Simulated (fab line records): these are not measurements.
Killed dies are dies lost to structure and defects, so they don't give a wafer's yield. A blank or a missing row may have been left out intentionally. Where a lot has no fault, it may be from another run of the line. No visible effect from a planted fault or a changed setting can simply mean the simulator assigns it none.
fab line records	flow n5_finfet	part 1 of 2: steps 1 to 24 of 38
record: lots: 5	wafers: 15	last_day: 17
route steps=1938 shown MIM_BOT_ETCH@1869 PASS1_CAP@1873 TV_LITHO@1875 TV_OPEN@1887 PAD_METAL@1893 PASSIVATION@1897
lots with no fault: from the same line, run without faults
start_h: hours from the record's first day to the start of the lot's first wafer shown	wait_h: hours elapsed since this lot's preceding step	" repeats the value in the row above	L1.1+2: a single row standing in for several wafers	- value missing, or start not given	* or withheld: withheld	< > ~ a bound
route shown NAME@n: names a module that has steps shown in the file, with the first one's number in the route	usual: mean and standard deviation over wafers with no fault	same: alike in all rows	chamber/n: place in a boat	sites: the reading at each site	_std_site: standard deviation across them	_edge_site: outer sites' mean less inner sites'	radius_mm: how far each site lies from the wafer's centre	mask NAME#n: copy n	behind: the last tool/chamber to shape the wafer	hold: why the lot was held/for how many hours/how that ended	device: names the non-switching transistor (n, p or np)	end of line: the tests these same wafers got at the end of their route	step lacking rows: just its recipe	killed: at the first sort, the dies lost to defects and structure; wafer yield is something else	map: per-die view of a wafer (x killed, . not killed, _ where there is no die)
set.NAME: the setting as run; set.NAME@STEP: as run at that earlier step	model.NAME: the simulator's own value behind a step, which no gauge read
lots at some steps of the route; a table a step, a row a wafer
services: from which hour (start_h, from the record's first day; less than 0 if before it) a tool's chamber was out of use, for how many hours, and why
== steps ==
step: N5_MIM_BOT_ETCH_STRIP_01
recipe: chemistry: O2	power_w: 600	temp_c: 60	pressure_mtorr: 30	rf_frequency_hz: 6e+07	bias_power_w: 0	overash_fraction: 0.5	o2_flow_sccm: 225
usual: drypump_motor_current_A: 5.7/0.51	oes_product_au: 0.81/0.085	rf_vpp_V: 3.7/1.4	showerhead_plenum_p_Torr: 2.09/0.066	throttle_valve_pct: 16.63/0.21
lot.wafer	tool	chamber	start_h	wait_h	drypump_motor_current_A	oes_product_au	rf_hours_counter_h	rf_vpp_V	showerhead_plenum_p_Torr	throttle_valve_pct
L074.4	rie_diel-04	0	262.87	0.1	5.6	0.92	16	2.0	2.06	16.72
L074.5	"	1	"	"	5.6	0.67	-	6.0	2.06	16.69
L074.6	"	0	"	"	5.6	0.92	-	4.8	2.06	16.68
L078.4	rie_diel-01	0	281.88	0.1	5.3	0.87	46	2.9	2.14	16.84
L078.5	"	2	"	"	5.5	0.70	-	2.7	2.07	16.61
L078.6	"	3	"	"	5.8	0.85	-	4.6	2.13	16.63
L079.4	rie_diel-04	2	286.17	0.1	6.5	0.87	-	2.6	2.22	16.63
L079.5	"	0	"	"	5.6	0.91	-	2.0	2.06	16.73
L079.6	"	3	"	"	5.6	0.69	-	3.0	1.98	16.55
L090.2	rie_diel-04	1	369.72	0.1	5.6	0.89	26	2.6	2.05	16.34
L090.4	"	0	"	"	5.6	0.85	-	5.1	2.05	16.74
L090.6	"	1	"	"	5.6	0.89	-	1.9	2.05	16.31
L097.1	rie_diel-04	2	404.35	0.1	6.5	0.81	96	6.3	2.20	16.70
L097.2	"	3	"	"	5.6	0.97	7	3.2	2.23	16.13
L097.6	"	0	"	"	5.6	0.82	-	2.5	2.04	16.84
step: N5_MIM_BOT_ETCH_STRIP_02
recipe: chemistry: post_etch_residue_remover	time_s: 1200	temp_c: 72.5
lot.wafer	tool	chamber	start_h	wait_h
L074.4+5+6	wet_bench-03	2,6,1	262.94	-
L078.4+5+6	wet_bench-01	0,1,2	281.95	-
L079.4+5+6	wet_bench-01	5,6,2	286.22	-
L090.2+4+6	wet_bench-01	6,5,7	369.79	-
L097.1+2+6	wet_bench-05	3,2,5	404.42	-
step: N5_MIM_BOT_ETCH_CLEAN_05
recipe: chemistry: IPA	time_s: 180	temp_c: 25
lot.wafer	tool	chamber	start_h	wait_h
L074.4+5+6	wet_bench-03	2,6,1	263.27	0.0
L078.4+5+6	wet_bench-01	0,1,2	282.28	0.0
L079.4+5+6	wet_bench-01	5,6,2	286.58	0.0
L090.2+4+6	wet_bench-01	6,5,7	370.12	0.0
L097.1+2+6	wet_bench-05	3,2,5	404.75	0.0
step: N5_MIM_BOT_ETCH_SRD_06
recipe: dry: ipa_marangoni	time_s: 30	temp_c: 23	rinse_liquid: diw
lot.wafer	tool	chamber	start_h	wait_h
L074.4+5+6	wet_bench-03	2,6,1	263.33	0.0
L078.4+5+6	wet_bench-01	0,1,2	282.34	0.0
L079.4+5+6	wet_bench-01	5,6,2	286.64	0.0
L090.2+4+6	wet_bench-01	6,5,7	370.17	0.0
L097.1+2+6	wet_bench-05	3,2,5	404.80	0.0
step: N5_PASSIVATION_PECVD_55
recipe: material: SiO2	target_thk_a: 4000	temp_c: 400	precursor: SiH4/N2O	pressure_torr: 2.7	rf_w: 608	time_s: 22.5
usual: heater_power_w: 685/120	showerhead_plenum_p_Torr: 8.19/0.078	throttle_valve_pct: 51/3.1
lot.wafer	tool	chamber	start_h	wait_h	heater_power_w	showerhead_plenum_p_Torr	throttle_valve_pct
L074.4	pecvd-04	1	263.39	0.0	814	8.21	54
L074.5	"	0	"	"	641	8.29	49
L074.6	"	2	"	"	560	8.14	48
L078.4	pecvd-01	0	282.41	0.1	563	8.23	50
L078.5	"	1	"	"	676	8.27	51
L078.6	"	2	"	"	722	8.29	50
L079.4	pecvd-01	1	286.71	0.1	598	8.27	51
L079.5	"	2	"	"	704	8.28	50
L079.6	"	0	"	"	590	8.24	50
L090.2	pecvd-04	2	370.22	0.0	549	8.16	49
L090.4	"	0	"	"	514	8.28	49
L090.6	"	2	"	"	426	8.14	49
L097.1	pecvd-02	2	404.85	0.0	883	8.04	47
L097.2	"	0	"	"	671	8.08	56
L097.6	"	2	"	"	922	8.05	47
step: N5_PASSIVATION_PECVD_01
recipe: material: SiNx	target_thk_a: 2000	temp_c: 400	precursor: SiH4/NH3/N2	pressure_torr: 4.9	rf_w: 1406	time_s: 43.2
usual: heater_power_w: 406/130	showerhead_plenum_p_Torr: 8.69/0.057	throttle_valve_pct: 28.9/1.7
lot.wafer	tool	chamber	start_h	wait_h	heater_power_w	showerhead_plenum_p_Torr	throttle_valve_pct
L074.4	pecvd-04	1	263.43	0.0	608	8.72	30.3
L074.5	"	0	"	"	267	8.75	27.7
L074.6	"	2	"	"	198	8.65	27.4
L078.4	pecvd-01	0	282.45	0.0	351	8.73	28.4
L078.5	"	1	"	"	374	8.73	29.0
L078.6	"	2	"	"	424	8.76	28.3
L079.4	pecvd-01	1	286.75	0.0	369	8.76	29.1
L079.5	"	2	"	"	361	8.78	28.1
L079.6	"	0	"	"	307	8.73	28.1
L090.2	pecvd-04	2	370.25	0.0	215	8.68	28.0
L090.4	"	0	"	"	313	8.75	27.8
L090.6	"	2	"	"	224	8.64	27.9
L097.1	pecvd-02	2	404.89	0.0	636	8.62	26.5
L097.2	"	0	"	"	367	8.61	31.5
L097.6	"	2	"	"	632	8.62	26.6
step: N5_PASSIVATION_HMDS_03
recipe: time_s: 60	temp_c: 120
lot.wafer	tool	chamber	start_h	wait_h
L074.4+5+6	litho_track-02	0	265.87	2.4
L078.4+5+6	litho_track-04	0	282.70	0.2
L079.4+5+6	litho_track-02	0	288.77	2.0
L090.2+4+6	litho_track-04	0	370.39	0.1
L097.1+2+6	litho_track-02	0	406.26	1.3
step: N5_PASSIVATION_COAT_04
recipe: spin_rpm: *	resist_thk_nm: *
usual: dispense_pressure_kPa: 47.6/1.3
lot.wafer	tool	chamber	start_h	wait_h	dispense_pressure_kPa
L074.4	litho_track-02	0	-	-	45.3
L074.5	"	0	"	"	45.4
L074.6	"	0	"	"	45.3
L078.4	litho_track-04	0	-	-	47.7
L078.5	"	0	"	"	47.7
L078.6	"	0	"	"	47.7
L079.4	litho_track-02	0	-	-	45.4
L079.5	"	0	"	"	45.3
L079.6	"	0	"	"	45.4
L090.2	litho_track-04	0	-	-	47.6
L090.4	"	0	"	"	47.6
L090.6	"	0	"	"	47.6
L097.1	litho_track-02	0	-	-	45.3
L097.2	"	0	"	"	45.3
L097.6	"	0	"	"	45.4
step: N5_PASSIVATION_EBR_06
recipe: solvent: PGMEA	ebr_width_mm: 1.5
lot.wafer	tool	chamber	start_h	wait_h
L074.4+5+6	litho_track-02	0	-	-
L078.4+5+6	litho_track-04	0	-	-
L079.4+5+6	litho_track-02	0	-	-
L090.2+4+6	litho_track-04	0	-	-
L097.1+2+6	litho_track-02	0	-	-
step: N5_PASSIVATION_SOFTBAKE_05
recipe: temp_c: 100	time_s: 90
lot.wafer	tool	chamber	start_h	wait_h
L074.4+5+6	litho_track-02	0	-	-
L078.4+5+6	litho_track-04	0	-	-
L079.4+5+6	litho_track-02	0	-	-
L090.2+4+6	litho_track-04	0	-	-
L097.1+2+6	litho_track-02	0	-	-
step: N5_PASSIVATION_EXPOSE_07
recipe: mask_id: TV	na: 0.55	source_shape: conventional	sigma_outer: 0.8	polarization: unpolarized	defocus_nm: 0	target_cd_nm: 3000	dose_mj: 22.75
lot.wafer	tool	chamber	start_h	wait_h	mask
L074.4+5+6	krf_scanner-02	0	266.12	-	TV#0
L078.4+5+6	krf_scanner-02	0	282.82	-	TV#0
L079.4+5+6	krf_scanner-02	0	288.89	-	TV#0
L090.2+4+6	krf_scanner-01	0	370.63	-	TV#0
L097.1+2+6	krf_scanner-02	0	406.37	-	TV#0
step: N5_PASSIVATION_PEB_08
recipe: peb_temp_c: withheld	peb_time_s: *
lot.wafer	tool	chamber	start_h	wait_h
L074.4+5+6	litho_track-02	0	266.16	0.0
L078.4+5+6	litho_track-04	0	282.87	0.0
L079.4+5+6	litho_track-02	0	288.93	0.0
L090.2+4+6	litho_track-03	0	370.68	0.0
L097.1+2+6	litho_track-04	0	406.42	0.1
step: N5_PASSIVATION_DEVELOP_09
recipe: develop_time_s: 60	rinse_liquid: diw	dry: air_spin	dev_temp_c: 21
lot.wafer	tool	chamber	start_h	wait_h
L074.4+5+6	litho_track-02	0	-	-
L078.4+5+6	litho_track-04	0	-	-
L079.4+5+6	litho_track-02	0	-	-
L090.2+4+6	litho_track-03	0	-	-
L097.1+2+6	litho_track-04	0	-	-
step: N5_PASSIVATION_HARDBAKE_11
recipe: temp_c: 130	time_s: 120
lot.wafer	tool	chamber	start_h	wait_h
L074.4+5+6	litho_track-02	0	-	-
L078.4+5+6	litho_track-04	0	-	-
L079.4+5+6	litho_track-02	0	-	-
L090.2+4+6	litho_track-03	0	-	-
L097.1+2+6	litho_track-04	0	-	-
step: N5_PASSIVATION_CD_MEAS_10
recipe: target_cd_nm: 3000	landing_energy_ev: 500	detector: se_inlens
usual: cd_nm: 2999.8/1.6
lot.wafer	tool	chamber	start_h	wait_h	cd_nm
L074.4	cd_sem-01	0	266.28	-	3000.0
L074.5	"	0	"	"	2998.0
L074.6	"	0	"	"	2998.1
L078.4	cd_sem-02	0	282.99	-	3001.4
L078.5	"	0	"	"	3000.5
L078.6	"	0	"	"	3001.8
L079.4	cd_sem-03	0	289.06	-	2999.7
L079.5	"	0	"	"	2998.5
L079.6	"	0	"	"	2995.9
L090.2	cd_sem-01	0	370.80	-	3000.5
L090.4	"	0	"	"	3000.3
L090.6	"	0	"	"	2999.9
L097.1	cd_sem-03	0	406.54	-	2999.4
L097.2	"	0	"	"	2999.5
L097.6	"	0	"	"	3000.8
step: N5_PASSIVATION_OVL_MEAS_60
recipe: points_per_wafer: 44
usual: TV_OVL: -1/4.7
lot.wafer	tool	chamber	start_h	wait_h	TV_OVL[nm]
L074.4	overlay-01	0	266.31	0.0	-1
L074.5	"	0	"	"	2
L074.6	"	0	"	"	-2
L078.4	overlay-02	0	283.01	0.0	-9
L078.5	"	0	"	"	-15
L078.6	"	0	"	"	-10
L079.4	overlay-01	0	289.08	0.0	1
L079.5	"	0	"	"	-1
L079.6	"	0	"	"	-3
L090.2	overlay-01	0	370.83	0.0	-9
L090.4	"	0	"	"	-6
L090.6	"	0	"	"	-12
L097.1	overlay-01	0	406.57	0.0	4
L097.2	"	0	"	"	0
L097.6	"	0	"	"	-4
step: N5_PASSIVATION_INSPECT_61
recipe: mode: adi	inspect_instrument: macro
usual: raw_defect_count: 2.0/1.4
lot.wafer	tool	chamber	start_h	wait_h	raw_defect_count
L074.4	defect_inspect-01	-	266.33	0.0	3
L074.5	"	-	"	"	4
L074.6	"	-	"	"	3
L078.4	defect_inspect-01	-	283.04	0.0	5
L078.5	"	-	"	"	0
L078.6	"	-	"	"	3
L079.4	defect_inspect-02	-	289.11	0.0	1
L079.5	"	-	"	"	1
L079.6	"	-	"	"	2
L090.2	defect_inspect-01	-	370.86	0.0	0
L090.4	"	-	"	"	3
L090.6	"	-	"	"	1
L097.1	defect_inspect-01	-	406.60	0.0	3
L097.2	"	-	"	"	2
L097.6	"	-	"	"	1
step: N5_PASSIVATION_DESCUM_12
recipe: chemistry: O2	time_s: 7.9	source_power_w: 50	bias_power_w: 20	pressure_mtorr: 20	rf_frequency_hz: 2.712e+07	temp_c: 40	o2_flow_sccm: 225
usual: drypump_motor_current_A: 5.6/0.52	oes_product_au: 0.82/0.11	rf_vpp_V: 243.2/1.4	showerhead_plenum_p_Torr: 2.09/0.074	throttle_valve_pct: 20.41/0.19
lot.wafer	tool	chamber	start_h	wait_h	drypump_motor_current_A	oes_product_au	rf_hours_counter_h	rf_vpp_V	showerhead_plenum_p_Torr	throttle_valve_pct
L074.4	rie_diel-05	1	266.42	0.1	5.0	0.69	239	242.5	2.14	20.30
L074.5	"	1	"	"	5.0	0.70	-	244.7	2.14	20.31
L074.6	"	0	"	"	6.4	0.98	-	242.2	2.06	20.44
L078.4	rie_diel-05	3	283.65	0.6	5.5	0.71	-	241.9	1.99	20.62
L078.5	"	0	"	"	6.4	0.96	-	240.9	2.05	20.46
L078.6	"	3	"	"	5.5	0.72	-	241.0	1.99	20.63
L079.4	rie_diel-03	0	289.27	0.2	5.5	0.77	135	243.4	2.11	20.45
L079.5	"	1	"	"	5.4	0.78	-	243.6	2.09	20.28
L079.6	"	2	"	"	4.9	0.88	-	244.3	2.13	20.35
L090.2	rie_diel-02	3	370.93	0.1	5.8	0.70	221	245.1	2.16	20.54
L090.4	"	1	"	"	5.4	0.82	80	242.2	2.13	20.31
L090.6	"	3	"	"	5.8	0.70	-	243.2	2.16	20.53
L097.1	rie_diel-03	1	406.67	0.1	5.4	0.74	183	244.5	2.08	20.35
L097.2	"	3	"	"	5.3	0.93	15	242.7	2.04	20.12
L097.6	"	2	"	"	4.8	0.83	-	244.7	2.12	20.42
step: N5_PASSIVATION_PASS_ETCH_74
recipe: chemistry: CF4/O2	target: SiNx	target_depth_a: 2200	time_s: 110	ion_energy_ev: 100	pressure_mtorr: 40	source_w: 535	bias_w: 49	Ar_flow_sccm: 100	cf4_flow_sccm: 100	O2_flow_sccm: 10
usual: drypump_motor_current_A: 5.6/0.52	oes_product_au: 0.82/0.11	rf_vpp_V: 239/4.4	showerhead_plenum_p_Torr: 2.20/0.07	throttle_valve_pct: 15.96/0.19
lot.wafer	tool	chamber	start_h	wait_h	drypump_motor_current_A	oes_product_au	rf_hours_counter_h	rf_vpp_V	showerhead_plenum_p_Torr	throttle_valve_pct
L074.4	rie_diel-05	1	266.49	0.0	5.1	0.69	239	237	2.25	15.96
L074.5	"	1	"	"	5.0	0.68	-	239	2.25	15.95
L074.6	"	0	"	"	6.5	1.00	-	240	2.17	15.95
L078.4	rie_diel-05	3	283.76	0.1	5.5	0.71	-	235	2.10	16.20
L078.5	"	0	"	"	6.4	0.95	-	242	2.17	15.96
L078.6	"	3	"	"	5.5	0.71	-	234	2.10	16.19
L079.4	rie_diel-03	0	289.34	0.0	5.6	0.78	135	237	2.20	15.92
L079.5	"	1	"	"	5.4	0.79	-	240	2.21	15.91
L079.6	"	2	"	"	4.8	0.89	-	236	2.25	15.88
L090.2	rie_diel-02	3	370.99	0.0	5.8	0.70	221	245	2.27	16.16
L090.4	"	1	"	"	5.4	0.81	80	243	2.22	15.74
L090.6	"	3	"	"	5.8	0.70	-	245	2.27	16.16
L097.1	rie_diel-03	1	406.73	0.0	5.4	0.75	183	239	2.19	15.98
L097.2	"	3	"	"	5.4	0.94	15	240	2.17	15.69
L097.6	"	2	"	"	4.9	0.83	-	237	2.23	15.98
step: N5_PASSIVATION_VIA_ETCH_13
recipe: chemistry: CHF3/O2	target: SiO2	target_depth_a: 6600	CHF3_flow_sccm: 50	O2_flow_sccm: 5	Ar_flow_sccm: 200	time_s: 330	mask_material: PR	pressure_mtorr: 30	source_w: 650	bias_w: 170	ion_energy_ev: 200	ends: cleared
usual: drypump_motor_current_A: 5.6/0.52	etch_rf_on_time_s: 235/4.3	oes_product_au: 0.74/0.096	rf_vpp_V: 521/9.2	showerhead_plenum_p_Torr: 2.41/0.076	throttle_valve_pct: 18.86/0.19
lot.wafer	tool	chamber	start_h	wait_h	drypump_motor_current_A	etch_rf_on_time_s	oes_product_au	rf_hours_counter_h	rf_vpp_V	showerhead_plenum_p_Torr	throttle_valve_pct
L074.4	rie_diel-05	1	266.58	0.0	5.0	244	0.62	239	519	2.47	18.82
L074.5	"	1	"	"	5.0	244	0.62	-	518	2.47	18.81
L074.6	"	0	"	"	6.4	234	0.89	-	525	2.37	18.89
L078.4	rie_diel-05	3	283.95	0.1	5.5	239	0.65	-	510	2.30	19.11
L078.5	"	0	"	"	6.4	236	0.86	-	525	2.37	18.91
L078.6	"	3	"	"	5.5	239	0.64	-	513	2.30	19.10
L079.4	rie_diel-03	0	289.43	0.0	5.5	239	0.69	135	515	2.40	18.78
L079.5	"	1	"	"	5.4	241	0.70	-	518	2.42	18.82
L079.6	"	2	"	"	4.8	237	0.79	-	516	2.46	18.84
L090.2	rie_diel-02	3	371.08	0.0	5.8	237	0.64	221	534	2.48	19.00
L090.4	"	1	"	"	5.4	238	0.73	80	530	2.43	18.63
L090.6	"	3	"	"	5.8	240	0.63	-	533	2.48	19.00
L097.1	rie_diel-03	1	406.83	0.0	5.4	237	0.67	183	519	2.40	18.88
L097.2	"	3	"	"	5.3	233	0.84	15	521	2.38	18.66
L097.6	"	2	"	"	4.8	236	0.75	-	517	2.44	18.89
step: N5_PASSIVATION_STRIP_14
recipe: chemistry: O2	power_w: 600	temp_c: 60	pressure_mtorr: 30	rf_frequency_hz: 6e+07	bias_power_w: 0	overash_fraction: 0.5	o2_flow_sccm: 225
usual: drypump_motor_current_A: 5.6/0.52	oes_product_au: 0.82/0.11	rf_vpp_V: 3.7/0.9	showerhead_plenum_p_Torr: 2.10/0.074	throttle_valve_pct: 16.64/0.2
lot.wafer	tool	chamber	start_h	wait_h	drypump_motor_current_A	oes_product_au	rf_hours_counter_h	rf_vpp_V	showerhead_plenum_p_Torr	throttle_valve_pct
L074.4	rie_diel-05	1	266.78	0.1	5.0	0.69	239	4.2	2.14	16.64
L074.5	"	1	"	"	5.0	0.68	-	4.9	2.14	16.58
L074.6	"	0	"	"	6.4	0.99	-	4.6	2.06	16.63
L078.4	rie_diel-05	3	284.17	0.1	5.5	0.72	-	4.8	1.99	16.88
L078.5	"	0	"	"	6.4	0.94	-	3.9	2.06	16.65
L078.6	"	3	"	"	5.5	0.73	-	2.8	1.99	16.88
L079.4	rie_diel-03	0	289.62	0.1	5.6	0.78	135	3.5	2.11	16.66
L079.5	"	1	"	"	5.4	0.77	-	3.6	2.09	16.55
L079.6	"	2	"	"	4.8	0.90	-	4.5	2.14	16.54
L090.2	rie_diel-02	3	371.28	0.1	5.8	0.70	221	5.1	2.16	16.81
L090.4	"	1	"	"	5.4	0.81	80	3.0	2.13	16.48
L090.6	"	3	"	"	5.8	0.69	-	3.7	2.16	16.83
L097.1	rie_diel-03	1	407.02	0.1	5.4	0.74	183	4.6	2.08	16.65
L097.2	"	3	"	"	5.3	0.93	15	4.2	2.05	16.31
L097.6	"	2	"	"	4.9	0.84	-	3.2	2.12	16.64
step: N5_PASSIVATION_ETCH_15
recipe: chemistry: CF4/N2	target: SiCN	target_depth_a: 750	taper_deg: 2	time_s: 81.2	ion_energy_ev: 150	mask_material: SiNx	pressure_mtorr: 40	source_w: 430	bias_w: 70	Ar_flow_sccm: 100	cf4_flow_sccm: 60	n2_flow_sccm: 60
usual: drypump_motor_current_A: 5.6/0.52	oes_product_au: 0.82/0.11	rf_vpp_V: 382.3/2	showerhead_plenum_p_Torr: 2.21/0.071	throttle_valve_pct: 15.41/0.2
lot.wafer	tool	chamber	start_h	wait_h	drypump_motor_current_A	oes_product_au	rf_hours_counter_h	rf_vpp_V	showerhead_plenum_p_Torr	throttle_valve_pct
L074.4	rie_diel-05	1	-	-	5.0	0.69	239	383.7	2.26	15.42
L074.5	"	1	"	"	5.0	0.69	-	383.7	2.26	15.41
L074.6	"	0	"	"	6.4	0.99	-	381.2	2.17	15.37
L078.4	rie_diel-05	3	-	-	5.5	0.72	-	378.7	2.10	15.68
L078.5	"	0	"	"	6.4	0.96	-	381.4	2.17	15.40
L078.6	"	3	"	"	5.5	0.72	-	379.7	2.11	15.67
L079.4	rie_diel-03	0	-	-	5.6	0.77	135	383.1	2.21	15.37
L079.5	"	1	"	"	5.4	0.77	-	381.8	2.21	15.36
L079.6	"	2	"	"	4.8	0.89	-	383.8	2.25	15.33
L090.2	rie_diel-02	3	-	-	5.8	0.70	221	383.8	2.27	15.59
L090.4	"	1	"	"	5.4	0.80	80	383.1	2.22	15.20
L090.6	"	3	"	"	5.7	0.70	-	384.6	2.27	15.60
L097.1	rie_diel-03	1	-	-	5.5	0.74	183	380.8	2.20	15.45
L097.2	"	3	"	"	5.3	0.93	15	379.2	2.17	15.14
L097.6	"	2	"	"	4.8	0.83	-	384.4	2.24	15.42
step: N5_PASSIVATION_STRIP_73
recipe: chemistry: post_etch_residue_remover	time_s: 60	temp_c: 25	remover_ph: withheld	remover_water_wt_pct: withheld	remover_fluoride_wt_pct: withheld
lot.wafer	tool	chamber	start_h	wait_h
L074.4+5+6	wet_bench-06	0,2,3	266.94	-
L078.4+5+6	wet_bench-06	7,1,0	284.37	-
L079.4+5+6	wet_bench-02	0,7,2	289.78	-
L090.2+4+6	wet_bench-06	3,2,7	371.44	-
L097.1+2+6	wet_bench-06	6,0,1	407.18	-
step: N5_PASSIVATION_SRD_17
recipe: time_s: 30	temp_c: 23	rinse_liquid: diw	dry: n2_spin	spin_rpm: 1500	dry_time_s: 30
usual: do_supply_ppb: 10.00/0.11
lot.wafer	tool	chamber	start_h	wait_h	do_supply_ppb
L074.4	wet_bench-06	0	266.96	0.0	9.94
L074.5	"	2	"	"	9.87
L074.6	"	3	"	"	10.03
L078.4	wet_bench-06	7	284.39	0.0	10.08
L078.5	"	1	"	"	9.89
L078.6	"	0	"	"	9.84
L079.4	wet_bench-02	0	289.80	0.0	10.01
L079.5	"	7	"	"	10.12
L079.6	"	2	"	"	10.07
L090.2	wet_bench-06	3	371.46	0.0	10.18
L090.4	"	2	"	"	9.91
L090.6	"	7	"	"	10.08
L097.1	wet_bench-06	6	407.20	0.0	9.92
L097.2	"	0	"	"	10.03
L097.6	"	1	"	"	9.85
